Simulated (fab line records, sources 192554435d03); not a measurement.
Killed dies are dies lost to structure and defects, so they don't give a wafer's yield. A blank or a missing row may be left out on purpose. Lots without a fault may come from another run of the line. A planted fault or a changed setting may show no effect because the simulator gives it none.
Chamber matching | flow n5_finfet | N5_HKMG_FIN_ALD_36 on ald_metal-03: 4 sister chambers
The step deposits TiN, target thk 1 nm, pulse time 1 s, purge time 3 s. 18 wafers are shown with their chamber, then 9 later ones without.

WAFERS WITH THEIR CHAMBER
wafer  | chamber | heater_power_w (W) | precursor_pulse_height_rel
L074.3 | 2       | 1011               | 0.973
L074.4 | 0       | 867                | 1.006
L074.5 | 1       | 1003               | 0.994
L081.1 | 3       | 690                | 0.995
L081.3 | 0       | 875                | 0.990
L081.6 | 1       | 1047               | 0.980
L082.1 | 0       | 870                | 0.995
L082.4 | 3       | 690                | 1.005
L082.5 | 3       | 713                | 1.028
L086.2 | 0       | 860                | 0.958
L086.3 | 1       | 986                | 1.005
L086.6 | 1       | 1018               | 1.026
L089.1 | 1       | 995                | 0.988
L089.2 | 2       | 1000               | 0.975
L089.3 | 0       | 866                | 1.002
L089.4 | 3       | 690                | 0.974
L089.5 | 1       | 1031               | 1.042
L089.6 | 2       | 1017               | 1.003

SIGNATURES (means of the wafers above)
reading                    | chamber 0 | chamber 1 | chamber 2 | chamber 3 | scatter within a chamber
heater_power_w             | 867.60    | 1013.33   | 1009.33   | 695.75    | 15.4
precursor_pulse_height_rel | 0.99020   | 1.00583   | 0.98367   | 1.00050   | 0.0213
Rule: a wafer's distance from a chamber is the root of the sum, over the readings, of the square of ((its reading less the chamber's mean) divided by the reading's scatter). The wafer belongs to the nearest chamber; if the next one is less than 2 further off, it can't be placed. The scatter: the root of (the sum of the squares of (reading less its chamber's mean) over the shown wafers, divided by (wafers less chambers)).

WAFERS WITHOUT THEIR CHAMBER
wafer  | heater_power_w (W) | precursor_pulse_height_rel
L093.1 | 1031               | 1.019
L093.2 | 872                | 0.978
L093.3 | 701                | 1.005
L093.4 | 1013               | 0.996
L093.5 | 991                | 0.997
L093.6 | 878                | 1.005
L095.4 | 1041               | 1.035
L095.5 | 688                | 0.998
L095.6 | 1016               | 1.007

WHICH CHAMBER EACH WENT THROUGH
wafer  | from the rows above     | in truth
L093.1 | can't be placed: 1 or 2 | 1
L093.2 | 0                       | 0
L093.3 | 3                       | 3
L093.4 | can't be placed: 1 or 2 | 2
L093.5 | can't be placed: 2 or 1 | 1
L093.6 | 0                       | 0
L095.4 | can't be placed: 1 or 2 | 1
L095.5 | 3                       | 3
L095.6 | can't be placed: 1 or 2 | 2
Placed correctly: 4 of 9. Can't be placed from these rows: 5 (the true chamber is among the candidates in 5). Placed wrongly: 0.
